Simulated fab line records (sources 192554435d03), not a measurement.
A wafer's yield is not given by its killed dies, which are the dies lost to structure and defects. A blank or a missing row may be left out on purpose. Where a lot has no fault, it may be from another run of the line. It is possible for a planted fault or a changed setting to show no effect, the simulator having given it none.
Split-lot study ; flow n5 finfet ; on a route of 1938 steps: 7 lots, 21 wafers read

SPLIT DETAILS
At N5_BEOL_M0_SAQP_ETCH_88 (etches underlayer in N2/H2, target depth 6.5 nm, time 5.2 s), the setting source w was moved away from the recipe's 840 W on 5 of the 21 wafers read, by -15.7% to -6.2%. All remaining wafers had this setting at the recipe value.

Reading taken at the split's own step.

THE READING
rf vpp V, in V, at N5_BEOL_M0_SAQP_ETCH_88 (etches underlayer in N2/H2, target depth 6.5 nm, time 5.2 s). Fault-free wafers of this fab line usually give 523.9 V, standard deviation 2.4 V.

wafer;tool, chamber at the split;source w as run, W;against the recipe;rf vpp V, V;against lot-mates on the recipe
L075.3;rie diel-03, 2;840;recipe;526.5;-
L075.5;rie diel-03, 0;840;recipe;525.5;-
L075.6;rie diel-03, 3;840;recipe;521.9;-
L080.1;rie diel-04, 0;840;recipe;525.5;-
L080.2;rie diel-04, 3;788.2;-6.2%;534.9;+11.2
L080.4;rie diel-04, 1;840;recipe;521.8;-
L081.1;rie diel-03, 0;840;recipe;525.8;-
L081.4;rie diel-03, 2;840;recipe;527.6;-
L081.6;rie diel-03, 0;840;recipe;524.5;-
L087.1;rie diel-04, 2;730;-13.1%;547.6;+26.8
L087.3;rie diel-04, 3;730;-13.1%;548.2;+27.4
L087.4;rie diel-04, 1;840;recipe;520.8;-
L089.2;rie diel-01, 1;840;recipe;519.4;-
L089.4;rie diel-01, 0;840;recipe;522.7;-
L089.5;rie diel-01, 1;708.4;-15.7%;549.7;+28.7
L090.1;rie diel-01, 2;731.7;-12.9%;552.2;+31.3
L090.2;rie diel-01, 1;840;recipe;519.5;-
L090.5;rie diel-01, 0;840;recipe;522.3;-
L094.1;rie diel-03, 1;840;recipe;524.9;-
L094.5;rie diel-03, 0;840;recipe;524.7;-
L094.6;rie diel-03, 3;840;recipe;521.6;-

FIT RESULTS
A straight line over all 21 wafers: rf vpp V changes by -1.88 V for each +1% of source w; r = -0.97; the points scatter about the line by 2.6 V.
The same after taking each lot's own level away (the mean of its wafers on the recipe; 21 wafers): -2.06 V for each +1%; r = -0.99; scatter 2 V.
The reading moves by 32 V for the largest change in source w, on that fit.
The lots' own levels span 520.80 to 525.97 V, that is 2.2 times the standard deviation above.
The two slopes agree, so the slope changes little with the lot-to-lot level.
Check: for one of the wafers moved furthest among these (-15.7%), held out of the fit, the line's prediction against its lot-mates is +33.9 V. It came out at +28.7 V against them.
Tool readings at the split's step, against how far the setting was moved: etch rf on time s r = -0.90; rf vpp V r = -0.97.

THESE WAFERS: OTHER SPLITS
Note: prior to the reading, these wafers also went through further splits. Each is held against what the fit with the lots' levels taken away leaves over:
other split on the same wafers;wafers away from the commonest value;r with rf vpp V (lot level and that fit taken away)
N5_SDB_COAT_03 spin rpm;8;-0.38
N5_HKMG_FIN_ETCH_55 time s;7;-0.02
N5_GATE_CUT_ETCH_56 bias w;7;+0.09
N5_MOL_CONTACT_COAG_ALD_131 ald cycles;10;+0.07
N5_MOL_CONTACT_COAG_VIA_ETCH_46 bias w;8;-0.13
N5_BEOL_M0_SAQP_SPACER1_ALD_98 temp c;8;+0.18

THE WHOLE CHAIN: every reading that the file lists as answering this split, in the file's order
step;what it does;reading;change (the file's fit);r (the file's)
N5_BEOL_M0_SAQP_ETCH_88;etches underlayer in N2/H2, target depth 6.5 nm, time 5.2 s;etch rf on time s;withheld for each +1% of the setting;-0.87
N5_BEOL_M0_SAQP_ETCH_88;etches underlayer in N2/H2, target depth 6.5 nm, time 5.2 s;rf vpp V;-2.06 V for each +1% of the setting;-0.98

THE FILE'S OWN FIT
rf vpp V changes by -2.06 V for each +1% of source w, r = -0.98.
